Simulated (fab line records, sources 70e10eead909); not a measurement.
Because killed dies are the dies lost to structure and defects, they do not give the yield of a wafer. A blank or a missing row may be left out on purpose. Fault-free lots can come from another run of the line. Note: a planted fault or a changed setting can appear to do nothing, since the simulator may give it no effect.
Chamber matching    flow nand harc    3 sister chambers for NHARC_A_STAIRCASE_DEP_471 on pecvd-04
The step deposits SiO2, target thk 100 nm. 6 wafers are shown with their chamber, then 7 later ones without.

== WAFERS WITH THEIR CHAMBER ==
wafer   chamber  heater power w (W)  throttle valve pct (%)
L079.5  2        472                 16.6
L084.1  0        493                 15.5
L084.4  0        493                 15.3
L084.6  2        467                 16.6
L083.2  1        641                 17.3
L083.4  1        663                 17.0

== WAFERS WITHOUT THEIR CHAMBER ==
wafer   heater power w (W)  throttle valve pct (%)
L083.5  472                 16.6
L088.3  481                 16.7
L088.4  693                 16.3
L088.5  500                 16.4
L089.1  496                 16.6
L089.4  498                 16.6
L089.5  682                 16.5

== EACH ONE'S CHAMBER ==
wafer   from the rows above  in truth
L083.5  2                    2
L088.3  2                    2
L088.4  1                    1
L088.5  2                    2
L089.1  2                    2
L089.4  2                    2
L089.5  1                    1
7 of 7 placed correctly. Number that these rows cannot place: 0. Wrongly placed: 0.
How it was worked out, from the rows above alone: a wafer's distance from a chamber is the root of the sum, over the readings, of the square of ((its reading less the chamber's mean) divided by the reading's scatter). If the next closest chamber is less than 2 further off than the closest, the wafer can't be placed; otherwise it belongs to the closest. Each chamber's mean is taken over the wafers shown for it. The scatter is the square root of a quotient: the sum, over the shown wafers, of each reading's squared deviation from its chamber's mean, divided by wafers minus chambers.
